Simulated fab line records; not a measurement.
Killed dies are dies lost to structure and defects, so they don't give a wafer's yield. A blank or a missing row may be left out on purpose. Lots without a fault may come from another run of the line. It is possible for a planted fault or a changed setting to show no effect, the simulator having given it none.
Split-lot trial || flow n5-finfet || route with 1938 steps; 7 lots, 21 wafers read

THE SPLIT ITSELF
At N5_FIN_SAQP_ETCH_65 (etches SiO2 in CF4, target depth 4 nm, time 4.4 s), the setting time-s was moved away from the recipe's 4.4 s on 10 of the 21 wafers read, by -17.6% to +16.2%. For the rest of the wafers, this setting stayed at what the recipe calls for.

Reading taken at the split's own step.

THE READING
etch.depth-nm (the simulator's own value, which no gauge read), in nm, at N5_FIN_SAQP_ETCH_65 (etches SiO2 in CF4, target depth 4 nm, time 4.4 s). The file gives no usual value for it. Across the 11 wafers here that went through the recipe, the average is 3.962 nm and the standard deviation 0.072 nm.

{"wafer": "L074.1", "tool, chamber at the split": "rie-si-02, 1", "time-s as run, s": 4.4, "against the recipe": "recipe", "etch.depth-nm, nm": 3.902, "against lot-mates on the recipe": "-"}
{"wafer": "L074.3", "tool, chamber at the split": "rie-si-02, 0", "time-s as run, s": 4.4, "against the recipe": "recipe", "etch.depth-nm, nm": 4.064, "against lot-mates on the recipe": "-"}
{"wafer": "L074.5", "tool, chamber at the split": "rie-si-02, 0", "time-s as run, s": 3.859, "against the recipe": "-12.3%", "etch.depth-nm, nm": 3.56, "against lot-mates on the recipe": -0.423}
{"wafer": "L075.3", "tool, chamber at the split": "rie-si-01, 1", "time-s as run, s": 4.4, "against the recipe": "recipe", "etch.depth-nm, nm": 3.928, "against lot-mates on the recipe": "-"}
{"wafer": "L075.4", "tool, chamber at the split": "rie-si-01, 3", "time-s as run, s": 4.4, "against the recipe": "recipe", "etch.depth-nm, nm": 4.032, "against lot-mates on the recipe": "-"}
{"wafer": "L075.5", "tool, chamber at the split": "rie-si-01, 3", "time-s as run, s": 4.4, "against the recipe": "recipe", "etch.depth-nm, nm": 4.023, "against lot-mates on the recipe": "-"}
{"wafer": "L079.2", "tool, chamber at the split": "rie-si-01, 0", "time-s as run, s": 5.112, "against the recipe": "+16.2%", "etch.depth-nm, nm": 4.53, "against lot-mates on the recipe": "+0.662"}
{"wafer": "L079.4", "tool, chamber at the split": "rie-si-01, 1", "time-s as run, s": 4.4, "against the recipe": "recipe", "etch.depth-nm, nm": 3.868, "against lot-mates on the recipe": "-"}
{"wafer": "L079.6", "tool, chamber at the split": "rie-si-01, 0", "time-s as run, s": 5.112, "against the recipe": "+16.2%", "etch.depth-nm, nm": 4.503, "against lot-mates on the recipe": "+0.635"}
{"wafer": "L082.2", "tool, chamber at the split": "rie-si-04, 1", "time-s as run, s": 3.939, "against the recipe": "-10.5%", "etch.depth-nm, nm": 3.41, "against lot-mates on the recipe": -0.572}
{"wafer": "L082.5", "tool, chamber at the split": "rie-si-04, 0", "time-s as run, s": 4.4, "against the recipe": "recipe", "etch.depth-nm, nm": 3.982, "against lot-mates on the recipe": "-"}
{"wafer": "L082.6", "tool, chamber at the split": "rie-si-04, 1", "time-s as run, s": 3.939, "against the recipe": "-10.5%", "etch.depth-nm, nm": 3.429, "against lot-mates on the recipe": -0.553}
{"wafer": "L086.2", "tool, chamber at the split": "rie-si-01, 0", "time-s as run, s": 4.4, "against the recipe": "recipe", "etch.depth-nm, nm": 4.039, "against lot-mates on the recipe": "-"}
{"wafer": "L086.4", "tool, chamber at the split": "rie-si-01, 1", "time-s as run, s": 4.752, "against the recipe": "+8.0%", "etch.depth-nm, nm": 4.263, "against lot-mates on the recipe": "+0.224"}
{"wafer": "L086.6", "tool, chamber at the split": "rie-si-01, 1", "time-s as run, s": 4.752, "against the recipe": "+8.0%", "etch.depth-nm, nm": 4.273, "against lot-mates on the recipe": "+0.234"}
{"wafer": "L091.1", "tool, chamber at the split": "rie-si-01, 1", "time-s as run, s": 4.4, "against the recipe": "recipe", "etch.depth-nm, nm": 3.897, "against lot-mates on the recipe": "-"}
{"wafer": "L091.3", "tool, chamber at the split": "rie-si-01, 3", "time-s as run, s": 4.871, "against the recipe": "+10.7%", "etch.depth-nm, nm": 4.419, "against lot-mates on the recipe": "+0.545"}
{"wafer": "L091.4", "tool, chamber at the split": "rie-si-01, 2", "time-s as run, s": 4.4, "against the recipe": "recipe", "etch.depth-nm, nm": 3.851, "against lot-mates on the recipe": "-"}
{"wafer": "L092.2", "tool, chamber at the split": "rie-si-02, 1", "time-s as run, s": 3.626, "against the recipe": "-17.6%", "etch.depth-nm, nm": 3.218, "against lot-mates on the recipe": -0.776}
{"wafer": "L092.3", "tool, chamber at the split": "rie-si-02, 2", "time-s as run, s": 4.4, "against the recipe": "recipe", "etch.depth-nm, nm": 3.994, "against lot-mates on the recipe": "-"}
{"wafer": "L092.6", "tool, chamber at the split": "rie-si-02, 1", "time-s as run, s": 3.626, "against the recipe": "-17.6%", "etch.depth-nm, nm": 3.208, "against lot-mates on the recipe": -0.786}

FIT RESULTS
A straight line over all 21 wafers: etch.depth-nm changes by +0.04 nm for each +1% of time-s; r = +0.98; the points scatter about the line by 0.076 nm.
The same after taking each lot's own level away (the mean of its wafers on the recipe; 21 wafers): +0.0426 nm for each +1%; r = +0.99; scatter 0.068 nm.
That fit puts the effect of the largest move of time-s on the reading at 0.75 nm.
Measured against the standard deviation above, the lots' own levels, which go from 3.8680 to 4.0390 nm, span 2.4 times it.
The two slopes are in agreement: the lot-to-lot level therefore moves the slope only a little.
Check: for one of the wafers moved furthest among these (-17.6%), held out of the fit, the line's prediction against its lot-mates is -0.767 nm. Against them it came out at -0.776 nm.

OTHER SPLITS ON THESE WAFERS
Before the reading, these wafers also passed through other splits. Each is held against what the fit with the lots' levels taken away leaves over:
{"other split on the same wafers": "N5_WELL_APT_COAT_19 spin-rpm", "wafers away from the commonest value": 6, "r with etch.depth-nm (lot level and that fit taken away)": -0.48}
{"other split on the same wafers": "N5_WELL_APT_PEB_23 peb-temp-c", "wafers away from the commonest value": 8, "r with etch.depth-nm (lot level and that fit taken away)": "+0.22"}

THE FILE'S OWN FIT
etch.depth-nm changes by +0.0425 nm for each +1% of time-s, r = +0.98.
